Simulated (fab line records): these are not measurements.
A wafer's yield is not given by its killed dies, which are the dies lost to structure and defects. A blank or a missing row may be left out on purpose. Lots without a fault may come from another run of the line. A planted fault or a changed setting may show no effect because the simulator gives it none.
Chamber matching | flow nand_harc | 3 sister chambers for NHARC_P_M0_PRE_CLEAN_31 on pecvd-03
The step time 12 s. 3 wafers are shown with their chamber, then 9 later ones without.

EACH WAFER AND ITS CHAMBER
wafer  | chamber | heater_power_w (W)
L090.2 | 2       | 553
L090.3 | 1       | 696
L090.6 | 0       | 679

WAFERS WITH NO CHAMBER GIVEN
wafer  | heater_power_w (W)
L093.2 | 609
L093.4 | 684
L093.6 | 612
L095.3 | 654
L095.4 | 674
L095.5 | 670
L096.2 | 648
L096.3 | 586
L096.5 | 628

WHICH CHAMBER EACH WENT THROUGH
wafer  | from the rows above          | in truth
L093.2 | can't be placed: 2 or 0 or 1 | 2
L093.4 | can't be placed: 0 or 1      | 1
L093.6 | can't be placed: 2 or 0 or 1 | 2
L095.3 | can't be placed: 0 or 1      | 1
L095.4 | can't be placed: 0 or 1      | 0
L095.5 | can't be placed: 0 or 1      | 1
L096.2 | can't be placed: 0 or 1 or 2 | 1
L096.3 | can't be placed: 2 or 0      | 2
L096.5 | can't be placed: 0 or 1 or 2 | 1
Correctly placed: 0 of 9. From these rows, 9 cannot be placed; in 9 the true chamber is one of the candidates. Number placed wrongly: 0.
How it was worked out, from the rows above alone: a wafer's distance from a chamber is the root of the sum, over the readings, of the square of ((its reading less the chamber's mean) divided by the reading's scatter). The wafer belongs to the nearest chamber; if the next one is less than 2 further off, it can't be placed. For every chamber, the mean is computed from those of its wafers that are shown. The scatter (one wafer shown for each chamber): square how far every hidden wafer sits from the nearest shown wafer, average those squares and take the square root.
